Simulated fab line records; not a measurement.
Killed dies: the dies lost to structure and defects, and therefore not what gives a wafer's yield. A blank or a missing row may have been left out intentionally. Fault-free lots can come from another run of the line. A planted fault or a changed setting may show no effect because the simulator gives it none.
The same fault as seen by 3 desks ; flow n5_finfet ; each desk holds nothing but its own numbers, with what lay behind them at the end

THE METROLOGY DESK
What the gauges read, lot by lot, whatever tool the lot ran on: means of the sampled wafers that have a number. Any lot whose mean is over 4 standard deviations away from the usual mean is out of limits and marked OUT; that distance is given in the brackets. Only the readings that lie furthest out on some lot appear, 7 of the 10 it has.
Columns: A = DIBL_N at N5_BEOL_M4_RC_MEAS_101, usual 36.3 mV/V; B = DIBL_P at N5_BEOL_M4_RC_MEAS_101, usual 36.2 mV/V; C = IOFF_N at N5_BEOL_M4_RC_MEAS_101, usual 0.16 nA/um; D = IOFF_P at N5_BEOL_M4_RC_MEAS_101, usual 0.21 nA/um; E = SS_N at N5_BEOL_M4_RC_MEAS_101, usual 71.6 mV/dec; F = VT_N at N5_BEOL_M4_RC_MEAS_101, usual 251 mV; G = VT_P at N5_BEOL_M4_RC_MEAS_101, usual -251 mV
lot;first seen here;A;B;C;D;E;F;G
L663;day 7 13:00;35.5;34.5;0.15;0.21;72.0;251;-251
L664;day 7 15:59;37.2;36.8;0.15;0.22;71.2;252;-253
L666;day 8 12:02;35.4;35.1;0.15;0.18;72.0;251;-253
L667;day 8 17:03;37.9;38.1;0.18;0.26;72.0;251;-246
L668;day 8 20:27;34.1;34.1;0.13;0.20;70.6;253;-249
L669;day 9 00:52;39.8;39.6;0.25;0.28;72.5;245;-247
L672;day 9 14:40;36.1;37.0;0.16;0.20;71.3;248;-252
L681;day 11 21:50;37.6;37.2;0.17;0.22;72.0;250;-252
L682;day 12 04:56;36.1;36.2;0.15;0.19;71.7;253;-251
L684;day 12 17:08;37.5;36.3;0.16;0.20;71.4;250;-254
L685;day 13 07:39;36.1;35.4;0.13;0.17;71.1;253;-254
This desk's verdict: no lot among the 11 shows anything out of limits.

DESK OF THE TOOL OWNER: litho_track-03
The tool's own readings at N5_BEOL_M3_COAT_67 (time 60 s, resist thk 60 nm): means of the sampled wafers that have a number, for each lot that ran on this tool. Any lot whose mean is over 4 standard deviations away from the usual mean is out of limits and marked OUT; that distance is given in the brackets.
Columns: A = heater_power_total_W at N5_BEOL_M3_COAT_67, usual 500.8 W; B = plate_temp_C at N5_BEOL_M3_COAT_67, usual 249.98 C
lot;first seen here;A;B
L663;day 6 23:26;502.6;249.87
L666;day 7 15:49;500.8;249.67
L668;day 8 05:54;501.2;250.02
L669;day 8 06:49;487.2 (-7.6) OUT;244.61 (-30) OUT
L672;day 8 21:29;488.8 (-6.6) OUT;244.33 (-31) OUT
L682;day 11 11:39;501.5;250.15
L684;day 12 01:49;499.1;250.34
L685;day 12 13:41;501.2;250.07
This desk's finding: out of limits on L669, L672; first on L669, day 8 06:49 (heater_power_total_W at N5_BEOL_M3_COAT_67). L663, L666, L668, L682, L684, L685 stayed within limits.

THE DEFECT DESK
Counts from the inspections along the route, per lot, as means over the sampled wafers that have a number. Any lot whose mean is over 4 standard deviations away from the usual mean is out of limits and marked OUT; that distance is given in the brackets.
Columns: A = raw_defect_count at N5_BEOL_M2_INSPECT_59, usual 69; B = raw_defect_count at N5_BEOL_M3_INSPECT_30, usual 394
lot;first seen here;A;B
L664;day 6 21:37;36;284
L663;day 6 21:40;82;425
L666;day 7 13:05;79;413
L667;day 7 19:20;59;355
L668;day 8 04:36;92;421
L669;day 8 04:54;70;377
L672;day 8 19:16;72;483
L681;day 10 23:49;102;360
L682;day 11 09:41;43;414
L684;day 11 23:29;66;304
L685;day 12 11:55;54;320
This desk's verdict: no lot among the 11 shows anything out of limits.

BROUGHT TOGETHER
The tool owner's desk had the chance to raise an alarm at day 8 06:49 on L669, L672.
From the metrology desk's view, nothing was out of limits.
No out-of-limits result turned up at the defect desk.
The metrology desk has L669, L672 on record, within its limits.
The defect desk has L669, L672 on record, within its limits.
All the named lots went through N5_BEOL_M3_COAT_67 on litho_track-03.

WHAT WAS PUT IN BY THE SIMULATOR
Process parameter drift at N5_BEOL_M3_COAT_67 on litho_track-03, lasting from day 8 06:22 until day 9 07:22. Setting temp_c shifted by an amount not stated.
Struck lots among those shown: L669, L672.
How many hours passed from the start of the fault until each desk's first out-of-limits reading: the tool owner's desk, 0.
